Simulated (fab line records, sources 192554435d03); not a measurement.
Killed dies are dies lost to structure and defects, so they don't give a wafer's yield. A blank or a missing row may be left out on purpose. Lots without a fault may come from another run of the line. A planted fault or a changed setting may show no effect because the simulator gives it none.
Which tool did it? | flow n5_finfet | 24 lots, 72 wafers sampled, at 5 steps of a route of 1938

WHAT THE GAUGES READ, wafer by wafer
N5_BEOL_M9_CD_MEAS_28: target cd 70 nm. Usual: cd_nm 70.00 nm, standard deviation 0.25.
lot  | measured     | on        | cd_nm (nm)        | flag
L074 | day 9 16:21  | cd_sem-02 | 69.44 70.00 70.04 |
L075 | day 10 02:29 | cd_sem-02 | 70.07 70.24 70.29 |
L077 | day 10 13:09 | cd_sem-01 | 69.90 69.92 69.44 |
L076 | day 10 13:24 | cd_sem-02 | 69.95 70.12 69.99 |
L078 | day 10 22:35 | cd_sem-02 | 70.36 70.35 70.43 |
L079 | day 11 00:11 | cd_sem-02 | 69.77 69.69 70.02 |
L080 | day 11 06:21 | cd_sem-02 | 69.72 70.29 70.08 |
L081 | day 11 10:04 | cd_sem-01 | 69.78 69.53 69.66 |
L083 | day 11 15:47 | cd_sem-02 | 69.90 69.74 69.51 |
L082 | day 11 15:58 | cd_sem-03 | 70.41 70.03 69.33 |
L084 | day 12 03:47 | cd_sem-01 | 70.09 69.85 69.94 |
L085 | day 12 14:59 | cd_sem-01 | 69.92 69.99 70.29 |
L086 | day 12 17:52 | cd_sem-02 | 70.01 69.87 70.05 |
L087 | day 13 01:59 | cd_sem-03 | 70.27 69.95 70.15 |
L089 | day 13 08:47 | cd_sem-01 | 70.00 69.67 69.45 |
L090 | day 13 16:59 | cd_sem-02 | 70.11 70.35 70.47 |
L088 | day 13 19:22 | cd_sem-01 | 69.97 70.00 70.04 |
L093 | day 14 01:24 | cd_sem-01 | 70.00 70.06 70.00 |
L091 | day 14 08:47 | cd_sem-01 | 70.25 69.98 69.94 |
L092 | day 14 11:35 | cd_sem-03 | 69.91 70.09 70.12 |
L094 | day 14 13:54 | cd_sem-01 | 70.12 69.82 70.01 |
L095 | day 14 22:00 | cd_sem-02 | 69.64 70.08 70.24 |
L096 | day 15 15:17 | cd_sem-01 | 70.06 69.89 70.30 |
L097 | day 16 01:07 | cd_sem-01 | 70.60 70.11 69.84 |

N5_BEOL_M10_OVL_MEAS_12. Usual: M10_OVL 0.2 nm, standard deviation 0.86.
lot  | measured     | on         | M10_OVL (nm)   | flag
L074 | day 10 01:19 | overlay-02 | 1.0 0.6 0.3    |
L075 | day 10 09:46 | overlay-01 | -0.6 -1.7 -0.8 |
L077 | day 10 19:36 | overlay-02 | 0.2 0.9 0.9    |
L076 | day 10 21:06 | overlay-01 | -0.6 -0.2 0.2  |
L078 | day 11 03:20 | overlay-02 | 2.2 1.1 1.2    |
L079 | day 11 04:12 | overlay-02 | 0.0 -0.9 -0.6  |
L080 | day 11 11:45 | overlay-01 | 0.8 -0.5 0.0   |
L081 | day 11 15:19 | overlay-01 | -0.6 1.0 0.2   |
L083 | day 11 22:32 | overlay-02 | 0.3 0.7 0.3    |
L082 | day 11 23:07 | overlay-01 | -0.5 -0.8 -0.4 |
L084 | day 12 11:10 | overlay-02 | 1.2 1.6 1.0    |
L085 | day 12 21:22 | overlay-02 | 0.3 0.5 0.7    |
L086 | day 13 02:14 | overlay-01 | 1.2 -0.5 1.2   |
L087 | day 13 07:38 | overlay-01 | 0.2 0.4 1.6    |
L089 | day 13 14:37 | overlay-01 | 0.8 0.7 1.2    |
L090 | day 13 21:25 | overlay-02 | -0.3 -1.5 -0.8 |
L088 | day 14 00:05 | overlay-02 | 0.8 0.4 -0.5   |
L093 | day 14 06:46 | overlay-02 | -0.3 -0.3 -0.8 |
L091 | day 14 15:30 | overlay-02 | -0.9 -0.5 -1.1 |
L092 | day 14 19:14 | overlay-01 | 0.3 -0.8 1.2   |
L094 | day 14 19:42 | overlay-02 | 0.2 0.7 1.2    |
L095 | day 15 02:58 | overlay-01 | -0.9 0.0 0.5   |
L096 | day 15 19:52 | overlay-01 | -0.8 1.1 -0.1  |
L097 | day 16 07:52 | overlay-01 | -1.3 -0.8 -0.4 |

WHICH TOOL RAN EACH LOT (tool, then ch and the chambers of the sampled wafers, then the start)
lot  | N5_BEOL_M9_ETCH_76                 | N5_BEOL_M9_SURFACE_TREAT_79  | N5_BEOL_M10_PECVD_70
L074 | rie_diel-02 ch 1,3, day 9 16:31    | pvd_sputter-02, day 9 18:21  | pecvd-03 ch 0,1,2, day 9 23:35
L075 | rie_diel-02 ch 0,1,3, day 10 02:38 | pvd_sputter-03, day 10 04:14 | pecvd-04 ch 1, day 10 08:52
L077 | rie_diel-04 ch 2,3, day 10 13:19   | pvd_sputter-01, day 10 14:47 | pecvd-04 ch 0,1, day 10 18:47
L076 | rie_diel-02 ch 0,1,3, day 10 13:35 | pvd_sputter-03, day 10 15:05 | pecvd-03 ch 0,1, day 10 20:31
L078 | rie_diel-04 ch 1,3, day 10 22:44   | pvd_sputter-03, day 11 00:19 | pecvd-02 ch 1,2, day 11 02:43
L079 | rie_diel-04 ch 0,1,2, day 11 00:27 | pvd_sputter-01, day 11 01:47 | pecvd-02 ch 0,1,2, day 11 03:37
L080 | rie_diel-03 ch 0,2,3, day 11 06:30 | pvd_sputter-01, day 11 08:21 | pecvd-02 ch 1,2, day 11 10:35
L081 | rie_diel-04 ch 0,3, day 11 10:14   | pvd_sputter-01, day 11 11:59 | pecvd-04 ch 0,1, day 11 14:44
L083 | rie_diel-04 ch 1,2,3, day 11 15:57 | pvd_sputter-02, day 11 18:08 | pecvd-03 ch 0,1,2, day 11 21:39
L082 | rie_diel-02 ch 0,2,3, day 11 16:07 | pvd_sputter-02, day 11 18:36 | pecvd-04 ch 1,2, day 11 22:06
L084 | rie_diel-04 ch 2,3, day 12 04:07   | pvd_sputter-02, day 12 06:23 | pecvd-03 ch 0,2, day 12 08:43
L085 | rie_diel-04 ch 1,2,3, day 12 16:12 | pvd_sputter-02, day 12 17:37 | pecvd-04 ch 0,1,2, day 12 19:55
L086 | rie_diel-04 ch 0,2, day 12 18:57   | pvd_sputter-02, day 12 20:56 | pecvd-04 ch 0,2, day 12 22:53
L087 | rie_diel-03 ch 0,1,2, day 13 02:08 | pvd_sputter-02, day 13 03:48 | pecvd-04 ch 1,2, day 13 06:10
L089 | rie_diel-04 ch 0,1,2, day 13 08:56 | pvd_sputter-02, day 13 10:30 | pecvd-04 ch 1,2, day 13 12:34
L090 | rie_diel-02 ch 0,2,3, day 13 17:08 | pvd_sputter-03, day 13 18:43 | pecvd-02 ch 0,1,2, day 13 20:58
L088 | rie_diel-04 ch 0,2, day 13 19:36   | pvd_sputter-02, day 13 21:07 | pecvd-03 ch 0,1, day 13 22:59
L093 | rie_diel-04 ch 0,1,2, day 14 01:34 | pvd_sputter-03, day 14 03:25 | pecvd-02 ch 1,2, day 14 05:49
L091 | rie_diel-04 ch 1,2,3, day 14 08:56 | pvd_sputter-02, day 14 10:52 | pecvd-03 ch 0,2, day 14 13:43
L092 | rie_diel-04 ch 1,3, day 14 11:44   | pvd_sputter-02, day 14 14:27 | pecvd-04 ch 1,2, day 14 16:34
L094 | rie_diel-03 ch 0,1, day 14 14:04   | pvd_sputter-01, day 14 15:35 | pecvd-02 ch 0,1,2, day 14 17:53
L095 | rie_diel-02 ch 0,1, day 14 22:10   | pvd_sputter-02, day 14 23:56 | pecvd-04 ch 0,2, day 15 02:08
L096 | rie_diel-03 ch 2,3, day 15 15:26   | pvd_sputter-01, day 15 16:56 | pecvd-04 ch 0,2, day 15 18:47
L097 | rie_diel-04 ch 2,3, day 16 01:16   | pvd_sputter-01, day 16 05:19 | pecvd-03 ch 0,1, day 16 07:24
- N5_BEOL_M9_ETCH_76: etches underlayer in N2/H2, target depth 6.5 nm, time 5.2 s.
- N5_BEOL_M9_SURFACE_TREAT_79
- N5_BEOL_M10_PECVD_70: deposits SiO2 from TEOS/O2, target thk 20 nm, time 22.7 s.

WHAT THE TOOLS THEMSELVES READ (means of the sampled wafers that have a number; where no wafer has one, the mark that the record gives instead)
N5_BEOL_M9_ETCH_76. Usual: drypump_motor_current_A 5.8 A, standard deviation 0.34; etch_rf_on_time_s 5.19 s, standard deviation 0.083; oes_product_au 0.67 a.u., standard deviation 0.086; rf_vpp_V 523.0 V, standard deviation 2.3; showerhead_plenum_p_Torr 2.51 Torr, standard deviation 0.079; throttle_valve_pct 17.82 %, standard deviation 0.27.
lot  | tool        | drypump_motor_current_A (A) | etch_rf_on_time_s (s) | oes_product_au (a.u.) | rf_vpp_V (V) | showerhead_plenum_p_Torr (Torr) | throttle_valve_pct (%) | flag
L074 | rie_diel-02 | 6.1                         | 5.13                  | 0.75                  | 523.2        | 2.52                            | 17.41                  |
L075 | rie_diel-02 | 5.9                         | 5.17                  | 0.68                  | 521.8        | 2.50                            | 17.64                  |
L077 | rie_diel-04 | 5.7                         | 5.11                  | 0.74                  | 523.1        | 2.50                            | 17.81                  |
L076 | rie_diel-02 | 5.9                         | 5.18                  | 0.68                  | 521.3        | 2.49                            | 17.67                  |
L078 | rie_diel-04 | 6.0                         | 5.28                  | 0.62                  | 525.7        | 2.60                            | 17.92                  |
L079 | rie_diel-04 | 5.8                         | 5.23                  | 0.67                  | 523.7        | 2.55                            | 17.89                  |
L080 | rie_diel-03 | 6.2                         | 5.25                  | 0.63                  | 520.8        | 2.43                            | 17.93                  |
L081 | rie_diel-04 | 5.7                         | 5.23                  | 0.59                  | 522.8        | 2.51                            | 18.16                  |
L083 | rie_diel-04 | 5.9                         | 5.22                  | 0.68                  | 522.9        | 2.54                            | 17.87                  |
L082 | rie_diel-02 | 5.7                         | 5.20                  | 0.72                  | 523.0        | 2.54                            | 17.61                  |
L084 | rie_diel-04 | 5.7                         | 5.23                  | 0.71                  | 522.4        | 2.49                            | 17.85                  |
L085 | rie_diel-04 | 5.9                         | 5.17                  | 0.67                  | 523.9        | 2.54                            | 17.89                  |
L086 | rie_diel-04 | 5.7                         | 5.24                  | 0.71                  | 521.3        | 2.49                            | 17.86                  |
L087 | rie_diel-03 | 5.7                         | 5.14                  | 0.66                  | 522.3        | 2.47                            | 17.83                  |
L089 | rie_diel-04 | 5.8                         | 5.22                  | 0.65                  | 523.8        | 2.54                            | 17.92                  |
L090 | rie_diel-02 | 5.7                         | 5.22                  | 0.70                  | 523.4        | 2.54                            | 17.62                  |
L088 | rie_diel-04 | 5.7                         | 5.18                  | 0.69                  | 522.1        | 2.49                            | 17.89                  |
L093 | rie_diel-04 | 5.8                         | 5.15                  | 0.65                  | 524.3        | 2.54                            | 17.95                  |
L091 | rie_diel-04 | 5.9                         | 5.16                  | 0.74                  | 523.0        | 2.54                            | 17.78                  |
L092 | rie_diel-04 | 6.0                         | 5.17                  | 0.69                  | 525.6        | 2.59                            | 17.82                  |
L094 | rie_diel-03 | 5.7                         | 5.18                  | 0.66                  | 522.7        | 2.47                            | 17.81                  |
L095 | rie_diel-02 | 5.7                         | 5.21                  | 0.61                  | 521.1        | 2.46                            | 17.93                  |
L096 | rie_diel-03 | 6.2                         | 5.22                  | 0.61                  | 520.7        | 2.42                            | 18.01                  |
L097 | rie_diel-04 | 5.8                         | 5.18                  | 0.75                  | 522.7        | 2.48                            | 17.75                  |

N5_BEOL_M10_PECVD_70. Usual: heater_power_w 700 W, standard deviation 130; showerhead_plenum_p_Torr 8.75 Torr, standard deviation 0.082; throttle_valve_pct 21.6 %, standard deviation 1.3.
lot  | tool     | heater_power_w (W) | showerhead_plenum_p_Torr (Torr) | throttle_valve_pct (%) | flag
L074 | pecvd-03 | 796                | 8.76                            | 22.4                   |
L075 | pecvd-04 | 508                | 8.67                            | 22.5                   |
L077 | pecvd-04 | 557                | 8.70                            | 21.9                   |
L076 | pecvd-03 | 737                | 8.77                            | 23.2                   |
L078 | pecvd-02 | 668                | 8.72                            | 20.6                   |
L079 | pecvd-02 | 725                | 8.75                            | 20.9                   |
L080 | pecvd-02 | 722                | 8.72                            | 20.8                   |
L081 | pecvd-04 | 559                | 8.68                            | 22.1                   |
L083 | pecvd-03 | 745                | 8.77                            | 22.7                   |
L082 | pecvd-04 | 638                | 8.74                            | 21.6                   |
L084 | pecvd-03 | 840                | 8.71                            | 22.7                   |
L085 | pecvd-04 | 664                | 8.76                            | 21.3                   |
L086 | pecvd-04 | 631                | 8.79                            | 20.8                   |
L087 | pecvd-04 | 573                | 8.73                            | 21.5                   |
L089 | pecvd-04 | 642                | 8.74                            | 21.5                   |
L090 | pecvd-02 | 681                | 8.73                            | 20.9                   |
L088 | pecvd-03 | 673                | 8.81                            | 22.6                   |
L093 | pecvd-02 | 798                | 8.76                            | 20.6                   |
L091 | pecvd-03 | 777                | 8.73                            | 23.6                   |
L092 | pecvd-04 | 695                | 8.82                            | 20.5                   |
L094 | pecvd-02 | 731                | 8.73                            | 20.9                   |
L095 | pecvd-04 | 650                | 8.79                            | 20.9                   |
L096 | pecvd-04 | 655                | 8.79                            | 20.9                   |
L097 | pecvd-03 | 733                | 8.82                            | 22.6                   |

THE ANSWER, worked out from the rows above alone
Rule: a lot is off if the mean of its wafers that have a number lies more than 3 standard deviations from the usual mean. A lot without any number at a reading at which 4 lots or more have one is off too. The other lots that the step has rows for count as sound. The gauges are gone through in route order, then the tools' own readings, and for those a lot's mean is taken as printed above. The first step at which some lot is off is used, and at that step the reading that is off furthest; a lot without a number counts as furthest.
No lot is off at any reading shown: from this, nothing can be told.

WHAT THE SIMULATOR HAD PUT IN
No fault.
